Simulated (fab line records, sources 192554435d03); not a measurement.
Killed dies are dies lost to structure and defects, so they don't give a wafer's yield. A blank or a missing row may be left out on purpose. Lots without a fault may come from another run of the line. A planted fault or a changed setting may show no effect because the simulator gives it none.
A struck lot beside a sound one | flow n5_finfet | 39 steps out of a route of 1938
Sound: wafers L787.1, L787.2, L787.6. Struck: wafers L791.1, L791.3, L791.5. The cause comes at the end.
At each step with rows: each side's tool, then ch and its chambers, then its first start. Under that, the readings that differ: sound wafers | struck wafers | difference of the means | sigmas: that difference in standard deviations of wafers without a fault.
alike: readings whose means differ by less than 2 such deviations, and words and numbers that are the same on both sides. not compared: withheld readings, readings that some wafer has no value for, bounds like >300 that may hide the same value, and numbers for which the record gives no deviation and whose values overlap.
The two part at a step that has a row with sigmas, a row that says differs or no value, or rows on one side only. Numbers that don't overlap but have no deviation are shown without sigmas and don't part them. A reading that every wafer of one side lacks parts them only if that side has two wafers or more.

first, 12 steps without rows for these wafers: N5_SD_EPI_N_ETCH_35 (etches SOC in N2/H2, overetch 108 nm, time 486 s); N5_SD_EPI_N_STRIP_36 (strips in N2/H2); N5_SD_EPI_N_ETCHBACK_44 (etches SiNx in CH3F/O2, stops on SiO2, target depth 14.5 nm); N5_SD_EPI_N_ETCH_45 (etches SiOCN in CH3F/O2, target depth 6 nm); N5_SD_EPI_N_ETCH_16 (etches SiO2 in CHF3/O2, target depth 5 nm); N5_SD_EPI_N_STRIP_47 (strips in CHF3/O2); N5_SD_EPI_N_SD_RECESS_17 (chemistry HBr/Cl2/O2, target depth 41 nm, time 23.7 s, bt time 3 s); N5_SD_EPI_N_STRIP_38 (strips in N2/H2); N5_SD_EPI_N_WET_ETCH_43 (etches SiO2 in dHF, time 14 s, target depth 1.5 nm); N5_SD_EPI_N_STRIP_18 (strips in SPM, time 750 s); N5_SD_EPI_N_SRD_20 (time 30 s); N5_SD_EPI_N_PRECLEAN_48 (cleans in NF3:NH3, afs cycles 2, time 20 s, sublimation time 60 s).
N5_SD_EPI_N_VAPOR_ETCH_50: etches Si in HCl, time 54 s.
  sound on epi_rpcvd-01 ch 0, day 6 05:45; struck on epi_rpcvd-01 ch 0, day 7 03:25
  alike: throttle_valve_pct
then, 24 steps without rows for these wafers: N5_SD_EPI_N_EPI_21 (deposits Si:P, time 690 s); N5_SD_EPI_N_PRECLEAN_24 (cleans in O3/DIW, time 60 s); N5_SD_EPI_N_SRD_25 (time 30 s); N5_SD_EPI_N_PRECLEAN_49 (cleans in NF3:NH3, afs cycles 1, time 20 s, sublimation time 60 s); N5_SD_EPI_N_LINER_46 (material SiNx, target thk 3 nm); N5_SD_EPI_P_COAT_34 (time 60 s, resist thk 350 nm); N5_SD_EPI_P_COAT_35 (time 60 s, resist thk 35 nm); N5_SD_EPI_P_COAT_03 (resist thk 150 nm); N5_SD_EPI_P_EBR_05; N5_SD_EPI_P_SOFTBAKE_04 (time 60 s); N5_SD_EPI_P_EXPOSE_06 (exposes mask SD P BLK, target cd 240 nm); N5_SD_EPI_P_PEB_07 (peb time 60 s); N5_SD_EPI_P_DEVELOP_08 (develop time 30 s); N5_SD_EPI_P_DESCUM_14 (chemistry O2, time 7.9 s); N5_SD_EPI_P_ETCH_36 (etches SiARC in CF4, target depth 45.5 nm, time 75.8 s); N5_SD_EPI_P_ETCH_37 (etches SOC in N2/H2, overetch 108 nm, time 486 s); N5_SD_EPI_P_STRIP_38 (strips in N2/H2); N5_SD_EPI_P_ETCHBACK_46 (etches SiNx in CH3F/O2, stops on SiO2, target depth 17.5 nm); N5_SD_EPI_P_ETCH_47 (etches SiOCN in CH3F/O2, target depth 25 nm); N5_SD_EPI_P_ETCH_16 (etches SiO2 in CHF3/O2, target depth 5 nm); N5_SD_EPI_P_STRIP_50 (strips in CHF3/O2); N5_SD_EPI_P_SD_RECESS_17 (chemistry HBr/Cl2/O2, target depth 39.1 nm, bt time 3 s); N5_SD_EPI_P_WET_ETCH_45 (etches SiO2 in dHF, time 10.7 s, target depth 2 nm, rinse time 30 s); N5_SD_EPI_P_STRIP_40 (strips in N2/H2).
-- the record jumps here: 5 days lie between the struck wafers' starts before and after (it left off in module SD_EPI_P and takes up again in module BEOL_M4, whose first step shown is number 1111 of the route) --
N5_BEOL_M4_RC_MEAS_101:
  sound on prober-01 ch 0, day 11 08:59; struck on prober-01 ch 0, day 12 03:11
  reading             | sound                     | struck                     | difference | sigmas
  DIBL_N (mV/V)       | 34.7 36.5 36.4            | 49.7 49.1 48.5             | +13.2      | +7
  IOFF_N (nA/um)      | 0.12 0.14 0.15            | 0.56 0.49 0.46             | +0.37      | +12
  IOFF_N_85C (nA/um)  | 2.4 2.8 2.9               | 9.3 8.1 7.8                | +5.7       | +11
  IOFF_N_LIN (nA/um)  | 0.058 0.068 0.070         | 0.174 0.173 0.134          | +0.095     | +8
  IOFF_N_LONG (nA/um) | 5.6e-05 5.58e-05 5.44e-05 | 6.46e-05 6.66e-05 6.49e-05 | +9.97e-06  | +5
  ION_N (uA/um)       | 667 678 677               | 737 752 718                | +62        | +5
  REXT_N (ohm.um)     | 78.2 77.5 77.7            | 63.5 63.7 64.5             | -13.9      | -9
  SS_N (mV/dec)       | 71.1 71.6 71.5            | 74.5 73.7 75.6             | +3.2       | +5
  VT_N (mV)           | 255 250 251               | 233 231 239                | -18        | -6
  VT_N_LVT (mV)       | 104 101 100               | 85 86 91                   | -14        | -4
  alike: DIBL_P, IOFF_P, ION_P, SS_P, VT_P
-- the record jumps here: 4 days lie between the struck wafers' starts before and after (it left off in module BEOL_M4 and takes up again in module PASSIVATION, whose first step shown is number 1936 of the route) --
N5_PASSIVATION_PROBE_49:
  sound on prober-02, day 15 10:51; struck on prober-02, day 16 06:49
  reading                | sound          | struck            | difference | sigmas
  sort_bin_4_leakage (%) | 0 0 0          | 73.05 42.80 30.17 | +48.67     | +99 or more
  sort_n_pass            | 1102 1087 1094 | 230 568 708       | -592       | -35
  sort_yield_pct (%)     | 93.4 92.1 92.7 | 19.5 48.1 60.0    | -50.2      | -33
  alike: defect_limited_yield, killed_at_M0_to_M3, killed_at_M4_up, killed_at_contacts, killed_at_front_end, killed_at_other, killed_dies, killed_open, killed_short, sort_bin_5_function, sort_bin_6_memory

WHERE THEY PART
First at N5_BEOL_M4_RC_MEAS_101; last, within this record, at N5_PASSIVATION_PROBE_49.

WHY: what the simulator had put in
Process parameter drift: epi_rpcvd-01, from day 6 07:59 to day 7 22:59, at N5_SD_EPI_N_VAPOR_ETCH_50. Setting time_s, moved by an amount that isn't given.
